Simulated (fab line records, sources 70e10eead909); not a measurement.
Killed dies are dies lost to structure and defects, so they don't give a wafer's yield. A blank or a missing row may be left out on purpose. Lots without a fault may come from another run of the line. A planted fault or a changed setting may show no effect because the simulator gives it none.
Which tool did it? | flow nand_harc | 14 lots, 42 wafers sampled, at 6 steps of a route of 1302

WHAT THE GAUGES READ, wafer by wafer
NHARC_A_ZERO_WELL_INSPECT_17. Usual: raw_defect_count 12, standard deviation 6.5.
lot  | measured     | on                | raw_defect_count | flag
L459 | day 6 21:29  | defect_inspect-01 | 14 20 17         |
L460 | day 7 03:19  | defect_inspect-01 | 5 18 8           |
L461 | day 7 19:09  | defect_inspect-01 | 31 11 21         |
L462 | day 8 04:51  | defect_inspect-01 | 9 8 10           |
L463 | day 8 14:11  | defect_inspect-01 | 10 16 5          |
L470 | day 11 13:44 | defect_inspect-02 | 14 13 16         |
L474 | day 12 23:40 | defect_inspect-02 | 15 7 11          |
L475 | day 13 16:05 | defect_inspect-01 | 10 16 10         |
L476 | day 13 20:34 | defect_inspect-01 | 15 5 4           |
L477 | day 14 03:19 | defect_inspect-02 | 10 9 12          |
L478 | day 14 22:40 | defect_inspect-01 | 19 32 26         |
L479 | day 15 03:07 | defect_inspect-01 | 2 12 3           |
L480 | day 15 11:00 | defect_inspect-01 | 20 12 7          |
L481 | day 16 01:08 | defect_inspect-01 | 11 8 3           |

NHARC_A_ONON_D1_THK_MEAS_08: measures by ellipsometry. Usual: thk_nm 1001 nm, standard deviation 8.1.
lot  | measured     | on            | thk_nm (nm)    | flag
L459 | day 7 20:43  | film_metro-01 | 1002 1004 1004 |
L460 | day 8 01:51  | film_metro-02 | 1000 1000 998  |
L461 | day 8 16:57  | film_metro-01 | 1003 1003 1002 |
L462 | day 9 02:25  | film_metro-01 | 1011 1012 1013 |
L463 | day 9 13:26  | film_metro-01 | 1007 1006 1004 |
L470 | day 12 12:53 | film_metro-01 | 1000 1001 1001 |
L474 | day 13 21:50 | film_metro-01 | 1000 1000 998  |
L475 | day 14 16:12 | film_metro-01 | 997 998 998    |
L476 | day 14 16:12 | film_metro-02 | 988 986 986    |
L477 | day 15 00:47 | film_metro-01 | 988 987 985    |
L478 | day 15 23:43 | film_metro-02 | 1010 1011 1014 |
L479 | day 15 23:41 | film_metro-02 | 1017 1016 1017 |
L480 | day 16 09:02 | film_metro-01 | 1006 1006 1007 |
L481 | day 17 00:41 | film_metro-01 | 987 989 991    |

NHARC_A_ONON_D1_THK_MEAS_21: measures by ellipsometry. Usual: thk_nm 1000 nm, standard deviation 11.
lot  | measured     | on            | thk_nm (nm)    | flag
L459 | day 8 06:17  | film_metro-02 | 1022 1022 1022 |
L460 | day 8 11:33  | film_metro-01 | 993 993 992    |
L461 | day 9 04:49  | film_metro-02 | 994 996 996    |
L462 | day 9 14:10  | film_metro-02 | 1584 1583 994  | OFF
L463 | day 10 01:23 | film_metro-01 | 989 1578 987   | OFF
L470 | day 12 22:52 | film_metro-01 | 973 973 971    |
L474 | day 14 08:47 | film_metro-02 | 1008 1009 1009 |
L475 | day 15 02:24 | film_metro-01 | 1004 1006 1005 |
L476 | day 15 02:26 | film_metro-02 | 1006 1006 1006 |
L477 | day 15 11:43 | film_metro-01 | 1012 1011 1013 |
L478 | day 16 09:25 | film_metro-02 | 982 981 979    |
L479 | day 16 09:23 | film_metro-02 | 1007 1008 1007 |
L480 | day 16 18:44 | film_metro-01 | 1004 1002 1004 |
L481 | day 17 10:11 | film_metro-01 | 993 996 995    |

NHARC_A_ONON_D1_INSPECT_32. Usual: raw_defect_count 72, standard deviation 24.
lot  | measured     | on                | raw_defect_count | flag
L459 | day 8 08:31  | defect_inspect-01 | 67 39 41         |
L460 | day 8 13:49  | defect_inspect-02 | 69 77 79         |
L461 | day 9 07:04  | defect_inspect-02 | 81 54 51         |
L462 | day 9 16:27  | defect_inspect-02 | 92 34 125        |
L463 | day 10 03:38 | defect_inspect-02 | 44 83 59         |
L470 | day 13 01:07 | defect_inspect-02 | 86 54 67         |
L474 | day 14 11:18 | defect_inspect-02 | 68 112 160       |
L475 | day 15 04:39 | defect_inspect-02 | 82 108 67        |
L476 | day 15 04:52 | defect_inspect-01 | 36 42 58         |
L477 | day 15 14:09 | defect_inspect-02 | 91 85 118        |
L478 | day 16 11:47 | defect_inspect-01 | 51 77 100        |
L479 | day 16 11:38 | defect_inspect-02 | 92 54 78         |
L480 | day 16 21:01 | defect_inspect-01 | 78 80 68         |
L481 | day 17 12:26 | defect_inspect-02 | 66 128 93        |

NHARC_END_SORT_01. Usual: killed_at_array 44, standard deviation 16; killed_at_other 0.6, standard deviation 1.1; killed_at_periphery 3.9, standard deviation 2.6; killed_dies 48, standard deviation 16; killed_open 3.1, standard deviation 1.9; killed_short 2.4, standard deviation 1.8.
lot  | measured     | on        | killed_at_array | killed_at_other | killed_at_periphery | killed_dies | killed_open | killed_short | flag
L462 | day 25 09:23 | prober-02 | 674 673 16      | 1 0 0           | 2 4 0               | 677 677 16  | 7 2 2       | 0 2 3        | OFF
L463 | day 25 17:49 | prober-02 | 18 672 18       | 0 0 0           | 0 5 3               | 18 677 21   | 2 2 5       | 0 2 3        | OFF

WHICH TOOL RAN EACH LOT (tool, then ch and the chambers of the sampled wafers, then the start)
lot  | NHARC_A_ONON_D1_DEP_19
L459 | pecvd_onon-04 ch 0, day 8 05:49
L460 | pecvd_onon-04 ch 0, day 8 11:02
L461 | pecvd_onon-04 ch 0, day 9 04:18
L462 | pecvd_onon-04 ch 0, day 9 13:46
L463 | pecvd_onon-04 ch 0, day 10 00:52
L470 | pecvd_onon-01 ch 0, day 12 22:25
L474 | pecvd_onon-03 ch 0, day 14 08:16
L475 | pecvd_onon-04 ch 0, day 15 01:53
L476 | pecvd_onon-03 ch 0, day 15 02:02
L477 | pecvd_onon-04 ch 0, day 15 11:11
L478 | pecvd_onon-04 ch 0, day 16 09:01
L479 | pecvd_onon-01 ch 0, day 16 09:04
L480 | pecvd_onon-03 ch 0, day 16 18:14
L481 | pecvd_onon-03 ch 0, day 17 09:41
- NHARC_A_ONON_D1_DEP_19: target thk 1000 nm.

WHAT THE TOOLS THEMSELVES READ (means of the sampled wafers that have a number; where no wafer has one, the mark that the record gives instead)
NHARC_A_ONON_D1_DEP_19. Usual: nh3_flow_sccm 500.0 sccm, standard deviation 1.4.
lot  | tool          | nh3_flow_sccm (sccm) | flag
L459 | pecvd_onon-04 | 499.0                |
L460 | pecvd_onon-04 | 501.8                |
L461 | pecvd_onon-04 | 499.8                |
L462 | pecvd_onon-04 | 496.6                |
L463 | pecvd_onon-04 | 499.8                |
L470 | pecvd_onon-01 | 498.6                |
L474 | pecvd_onon-03 | 500.1                |
L475 | pecvd_onon-04 | 500.2                |
L476 | pecvd_onon-03 | 499.7                |
L477 | pecvd_onon-04 | 501.7                |
L478 | pecvd_onon-04 | 499.9                |
L479 | pecvd_onon-01 | 500.5                |
L480 | pecvd_onon-03 | 499.2                |
L481 | pecvd_onon-03 | 500.6                |

THE ANSWER, worked out from the rows above alone
Rule: a lot is off if the mean of its wafers that have a number lies more than 3 standard deviations from the usual mean. A lot without any number at a reading at which 4 lots or more have one is off too. The other lots that the step has rows for count as sound. The gauges are gone through in route order, then the tools' own readings, and for those a lot's mean is taken as printed above. The first step at which some lot is off is used, and at that step the reading that is off furthest; a lot without a number counts as furthest.
Off: L462, L463, at NHARC_A_ONON_D1_THK_MEAS_21 (thk_nm).
A tool fits if, at a process step before that reading, it ran every lot that is off, and no sound lot after the first of them. The gauges at NHARC_A_ONON_D1_THK_MEAS_21 aren't tried: what is off there is off at NHARC_END_SORT_01 too, on other tools, and a gauge's error can't cause that. None of those tried fits.

WHAT THE SIMULATOR HAD PUT IN
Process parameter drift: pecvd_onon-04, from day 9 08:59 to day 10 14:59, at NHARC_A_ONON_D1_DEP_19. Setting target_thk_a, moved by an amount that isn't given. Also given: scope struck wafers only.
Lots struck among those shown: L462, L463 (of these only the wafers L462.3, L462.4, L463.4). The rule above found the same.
